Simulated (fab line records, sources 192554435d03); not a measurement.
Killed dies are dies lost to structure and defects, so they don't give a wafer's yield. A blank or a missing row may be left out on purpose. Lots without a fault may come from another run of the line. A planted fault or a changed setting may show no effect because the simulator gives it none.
Split-lot experiment | flow n5_finfet | 7 lots, 21 wafers read, on a route of 1938 steps

THE SPLIT
At N5_BEOL_M0_DEP_125 (deposits SiCN from 3MS/NH3, target thk 8 nm, time 14 s), the setting time_s was moved away from the recipe's 14 s on 7 of the 21 wafers read, by -13.6% to +13.0%. The other wafers ran this setting at the recipe's value.

The reading is taken at the split's own step.

THE READING
SiCN_of_BEOL_M0_DEP_125.thk_nm (the simulator's own value, which no gauge read), in nm, at N5_BEOL_M0_DEP_125 (deposits SiCN from 3MS/NH3, target thk 8 nm, time 14 s). The file gives no usual value for it. The 14 wafers here that ran the recipe average 8.2 nm, standard deviation 0.18 nm.

wafer  | tool, chamber at the split | time_s as run, s | against the recipe | SiCN_of_BEOL_M0_DEP_125.thk_nm, nm | against lot-mates on the recipe
L075.1 | pecvd-03, 2                | 14               | recipe             | 8                                  | -
L075.4 | pecvd-03, 2,0              | 14               | recipe             | 8.2                                | -
L075.6 | pecvd-03, 2,0              | 14               | recipe             | 8.2                                | -
L077.1 | pecvd-02, 1                | 14               | recipe             | 8.2                                | -
L077.5 | pecvd-02, 1                | 14               | recipe             | 8.2                                | -
L077.4 | pecvd-02, 0                | 14               | recipe             | 8.6                                | -
L084.2 | pecvd-02, 0,1              | 14               | recipe             | 8.4                                | -
L084.6 | pecvd-02, 0,1              | 14               | recipe             | 8.4                                | -
L084.4 | pecvd-02, 0                | 15.04            | +7.4%              | 9.2                                | +0.8
L090.1 | pecvd-02, 2                | 14               | recipe             | 8                                  | -
L090.4 | pecvd-02, 2                | 15.82            | +13.0%             | 9                                  | +1.0
L090.5 | pecvd-02, 0                | 15.82            | +13.0%             | 9.4                                | +1.4
L092.2 | pecvd-03, 2,1              | 12.18            | -13.0%             | 7                                  | -1.0
L092.3 | pecvd-03, 2,1              | 12.18            | -13.0%             | 7                                  | -1.0
L092.5 | pecvd-03, 1                | 14               | recipe             | 8                                  | -
L095.2 | pecvd-02, 0                | 12.09            | -13.6%             | 7.4                                | -0.6
L095.3 | pecvd-02, 2                | 14               | recipe             | 8                                  | -
L095.6 | pecvd-02, 1                | 12.09            | -13.6%             | 7                                  | -1.0
L097.3 | pecvd-03, 1                | 14               | recipe             | 8                                  | -
L097.6 | pecvd-03, 1                | 14               | recipe             | 8                                  | -
L097.4 | pecvd-03, 0                | 14               | recipe             | 8.2                                | -
Where a row lists several chambers, the file gives one row for several wafers and doesn't say which wafer went through which chamber.

THE FIT
A straight line over all 21 wafers: SiCN_of_BEOL_M0_DEP_125.thk_nm changes by +0.0832 nm for each +1% of time_s; r = +0.95; the points scatter about the line by 0.21 nm.
The same after taking each lot's own level away (the mean of its wafers on the recipe; 21 wafers): +0.078 nm for each +1%; r = +0.96; scatter 0.16 nm.
On that fit, the largest move of time_s shifts the reading by 1.1 nm.
The lots' own levels span 8.00 to 8.40 nm, that is 2.2 times the standard deviation above.
So the lot-to-lot level changes the slope little: the two slopes agree.
Check: with one of the wafers moved furthest among these (-13.6%) left out of the fit, the line predicts -1.11 nm for it against its lot-mates. It came out at -0.6 nm against them.

OTHER SPLITS ON THESE WAFERS
These wafers also went through other splits before the reading. Each is held against what the fit with the lots' levels taken away leaves over:
other split on the same wafers   | wafers away from the commonest value | r with SiCN_of_BEOL_M0_DEP_125.thk_nm (lot level and that fit taken away)
N5_BEOL_M0_SAQP_COAT_08 spin_rpm | 8                                    | +0.07
N5_BEOL_M0_CUTY_ETCH_63 source_w | 6                                    | -0.12

THE FILE'S OWN FIT
SiCN_of_BEOL_M0_DEP_125.thk_nm changes by +0.0785 nm for each +1% of time_s, r = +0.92.
